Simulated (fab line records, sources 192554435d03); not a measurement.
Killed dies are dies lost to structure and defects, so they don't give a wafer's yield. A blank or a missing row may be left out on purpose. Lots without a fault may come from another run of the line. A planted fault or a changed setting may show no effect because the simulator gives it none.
Which tool did it? | flow n5_finfet | 23 lots, 69 wafers sampled, at 2 steps of a route of 1938

WHAT THE GAUGES READ, wafer by wafer
N5_HKMG_FIN_THK_MEAS_70: measures by xrf. Usual: HK_THK 1.584 nm, standard deviation 0.019.
lot  | measured    | on            | HK_THK (nm)       | flag
L074 | day 4 08:16 | film_metro-01 | 1.590 1.588 1.595 |
L075 | day 4 12:07 | film_metro-02 | 1.618 1.582 1.631 |
L076 | day 4 17:15 | film_metro-01 | 1.584 1.596 1.580 |
L077 | day 4 22:04 | film_metro-02 | 1.632 1.568 1.567 |
L078 | day 5 06:45 | film_metro-01 | 1.595 1.593 1.593 |
L079 | day 5 07:52 | film_metro-02 | 1.549 1.599 1.565 |
L080 | day 5 19:04 | film_metro-02 | 1.569 1.559 1.523 |
L081 | day 5 21:20 | film_metro-01 | 1.580 1.587 1.565 |
L082 | day 6 07:01 | film_metro-02 | 1.558 1.583 1.594 |
L083 | day 6 16:49 | film_metro-01 | 1.581 1.577 1.584 |
L084 | day 6 20:57 | film_metro-01 | 1.592 1.601 1.600 |
L085 | day 7 03:19 | film_metro-01 | 1.602 1.586 1.604 |
L086 | day 7 09:17 | film_metro-02 | 1.560 1.563 1.571 |
L087 | day 7 10:30 | film_metro-02 | 1.580 1.608 1.554 |
L088 | day 7 17:54 | film_metro-02 | 1.605 1.594 1.571 |
L089 | day 8 00:47 | film_metro-02 | 1.568 1.541 1.614 |
L090 | day 8 04:45 | film_metro-01 | 1.581 1.572 1.574 |
L092 | day 8 16:47 | film_metro-02 | 1.577 1.553 1.620 |
L093 | day 9 01:15 | film_metro-01 | 1.596 1.588 1.593 |
L094 | day 9 01:50 | film_metro-01 | 1.595 1.579 1.606 |
L095 | day 9 09:25 | film_metro-01 | 1.573 1.555 1.564 |
L096 | day 9 15:23 | film_metro-01 | 1.594 1.573 1.581 |
L097 | day 9 20:32 | film_metro-02 | 1.591 1.657 1.597 |

WHICH TOOL RAN EACH LOT (tool, then ch and the chambers of the sampled wafers, then the start)
lot  | N5_HKMG_FIN_ALD_36
L074 | ald_metal-01 ch 1,2, day 4 07:59
L075 | ald_metal-04 ch 0,1,2, day 4 11:50
L076 | ald_metal-03 ch 2,3, day 4 16:58
L077 | ald_metal-01 ch 0,2,3, day 4 21:47
L078 | ald_metal-01 ch 0,1,3, day 5 06:28
L079 | ald_metal-03 ch 1,2,3, day 5 07:35
L080 | ald_metal-01 ch 1,2, day 5 18:47
L081 | ald_metal-04 ch 0,2,3, day 5 21:04
L082 | ald_metal-03 ch 0,2,3, day 6 06:44
L083 | ald_metal-04 ch 0,1, day 6 16:32
L084 | ald_metal-03 ch 0,1,2, day 6 20:40
L085 | ald_metal-03 ch 0,3, day 7 03:02
L086 | ald_metal-04 ch 0,1,2, day 7 09:01
L087 | ald_metal-03 ch 1,2, day 7 10:13
L088 | ald_metal-04 ch 1,2, day 7 17:37
L089 | ald_metal-01 ch 0,1,3, day 8 00:30
L090 | ald_metal-01 ch 0,1,2, day 8 04:28
L092 | ald_metal-01 ch 0,3, day 8 16:31
L093 | ald_metal-03 ch 0,2,3, day 9 00:58
L094 | ald_metal-01 ch 0,2,3, day 9 01:34
L095 | ald_metal-01 ch 0,1,2, day 9 09:08
L096 | ald_metal-03 ch 0,3, day 9 15:07
L097 | ald_metal-04 ch 1,2,3, day 9 20:15
- N5_HKMG_FIN_ALD_36: deposits TiN, target thk 1 nm, pulse time 1 s, purge time 3 s.

WHAT THE TOOLS THEMSELVES READ (means of the sampled wafers that have a number; where no wafer has one, the mark that the record gives instead)
N5_HKMG_FIN_ALD_36. Usual: heater_power_outer_w 550 W, standard deviation 61; heater_power_w 900 W, standard deviation 95; precursor_pulse_height_rel 0.998, standard deviation 0.018; susceptor_temp_C 400.00 C, standard deviation 0.25.
lot  | tool         | heater_power_outer_w (W) | heater_power_w (W) | precursor_pulse_height_rel | susceptor_temp_C (C) | flag
L074 | ald_metal-01 | 546                      | 909                | 1.009                      | 400.15               |
L075 | ald_metal-04 | 591                      | 982                | 0.997                      | 400.17               |
L076 | ald_metal-03 | 622                      | 1002               | 1.002                      | 400.20               |
L077 | ald_metal-01 | 527                      | 908                | 0.998                      | 399.91               |
L078 | ald_metal-01 | 499                      | 855                | 0.988                      | 399.87               |
L079 | ald_metal-03 | 602                      | 939                | 0.992                      | 400.10               |
L080 | ald_metal-01 | 549                      | 897                | 0.990                      | 399.72               |
L081 | ald_metal-04 | 577                      | 969                | 0.997                      | 400.13               |
L082 | ald_metal-03 | 596                      | 954                | 0.992                      | 399.97               |
L083 | ald_metal-04 | 540                      | 858                | 1.008                      | 399.95               |
L084 | ald_metal-03 | 548                      | 866                | 1.008                      | 400.06               |
L085 | ald_metal-03 | 559                      | 877                | 1.011                      | 399.96               |
L086 | ald_metal-04 | 589                      | 969                | 0.984                      | 399.98               |
L087 | ald_metal-03 | 592                      | 927                | 0.998                      | 400.07               |
L088 | ald_metal-04 | 562                      | 895                | 0.997                      | 399.95               |
L089 | ald_metal-01 | 500                      | 846                | 1.004                      | 399.89               |
L090 | ald_metal-01 | 514                      | 859                | 1.004                      | 400.07               |
L092 | ald_metal-01 | 506                      | 861                | 0.992                      | 399.71               |
L093 | ald_metal-03 | 604                      | 944                | 1.005                      | 400.02               |
L094 | ald_metal-01 | 539                      | 891                | 1.006                      | 400.01               |
L095 | ald_metal-01 | 521                      | 890                | 1.011                      | 400.05               |
L096 | ald_metal-03 | 554                      | 880                | 0.999                      | 400.39               |
L097 | ald_metal-04 | 551                      | 908                | 1.025                      | 400.11               |

THE ANSWER, worked out from the rows above alone
Rule: a lot is off if the mean of its wafers that have a number lies more than 3 standard deviations from the usual mean. A lot without any number at a reading at which 4 lots or more have one is off too. The other lots that the step has rows for count as sound. The gauges are gone through in route order, then the tools' own readings, and for those a lot's mean is taken as printed above. The first step at which some lot is off is used, and at that step the reading that is off furthest; a lot without a number counts as furthest.
No lot is off at any reading shown: from this, nothing can be told.

WHAT THE SIMULATOR HAD PUT IN
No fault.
